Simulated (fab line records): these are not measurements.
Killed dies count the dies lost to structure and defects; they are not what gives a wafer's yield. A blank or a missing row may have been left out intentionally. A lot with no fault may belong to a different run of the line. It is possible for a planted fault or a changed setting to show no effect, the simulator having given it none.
Split-lot study ; flow n5-finfet ; on a route of 1938 steps: 7 lots, 21 wafers read

== ABOUT THE SPLIT ==
At N5_BEOL_M2_ETCH_69 (etches SiARC in CF4, target depth 15.6 nm, time 26 s), the setting bias-w was moved away from the recipe's 36 W on 9 of the 21 wafers read, by +4.5% to +16.3%. The other wafers ran this setting at the recipe's value.

Reading taken at the split's own step.

== THE READING ==
rf-vpp-V, in V, at N5_BEOL_M2_ETCH_69 (etches SiARC in CF4, target depth 15.6 nm, time 26 s). A value of 184.1 V with a standard deviation of 1.1 V is what fault-free wafers of this fab line usually give.

wafer;tool, chamber at the split;bias-w as run, W;against the recipe;rf-vpp-V, V;against lot-mates on the recipe
L074.1;rie-diel-01, 3;36;recipe;185.3;-
L074.3;rie-diel-01, 1;36;recipe;183.8;-
L074.4;rie-diel-01, 2;36;recipe;183.7;-
L078.1;rie-diel-01, 3;38.53;+7.0%;194.1;+10.0
L078.2;rie-diel-01, 2;38.53;+7.0%;195.0;+10.9
L078.5;rie-diel-01, 3;36;recipe;184.1;-
L079.1;rie-diel-01, 0;40.42;+12.3%;197.2;+12.9
L079.3;rie-diel-01, 3;36;recipe;184.3;-
L079.4;rie-diel-01, 0;40.42;+12.3%;196.5;+12.2
L084.1;rie-diel-01, 0;36;recipe;183.1;-
L084.2;rie-diel-01, 3;40.11;+11.4%;198.0;+14.6
L084.4;rie-diel-01, 1;36;recipe;183.8;-
L085.3;rie-diel-01, 1;36;recipe;183.7;-
L085.4;rie-diel-01, 2;37.62;+4.5%;190.3;+6.6
L085.5;rie-diel-01, 3;37.62;+4.5%;190.4;+6.7
L086.1;rie-diel-01, 3;36;recipe;184.6;-
L086.3;rie-diel-01, 0;36;recipe;183.6;-
L086.5;rie-diel-01, 3;36;recipe;185.6;-
L089.3;rie-diel-03, 0;41.87;+16.3%;205.2;+20.0
L089.5;rie-diel-03, 2;41.87;+16.3%;202.5;+17.3
L089.6;rie-diel-03, 0;36;recipe;185.2;-

FIT RESULTS
A straight line over all 21 wafers: rf-vpp-V changes by +1.17 V for each +1% of bias-w; r = +0.99; the points scatter about the line by 1.2 V.
The same after taking each lot's own level away (the mean of its wafers on the recipe; 21 wafers): +1.14 V for each +1%; r = +0.98; scatter 1.2 V.
According to that fit, moving bias-w by its largest amount changes the reading by 19 V.
The span of the lots' own levels, 183.45 to 185.20 V, comes to 1.6 times the standard deviation stated above.
The two slopes are in agreement: the lot-to-lot level therefore moves the slope only a little.
Check: with one of the wafers moved furthest among these (+16.3%) left out of the fit, the line predicts +18.6 V for it against its lot-mates. It came out at +20 V against them.
Tool readings at the split's step, against how far the setting was moved: rf-vpp-V r = +0.99.

== FURTHER SPLITS ON THESE WAFERS ==
These wafers also went through other splits before the reading. Each is held against what the fit with the lots' levels taken away leaves over:
other split on the same wafers;wafers away from the commonest value;r with rf-vpp-V (lot level and that fit taken away)
N5_BEOL_M1_TRENCH_ETCH_37 source-w;6;-0.27

== THE FILE'S OWN FIT ==
rf-vpp-V changes by +1.18 V for each +1% of bias-w, r = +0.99.
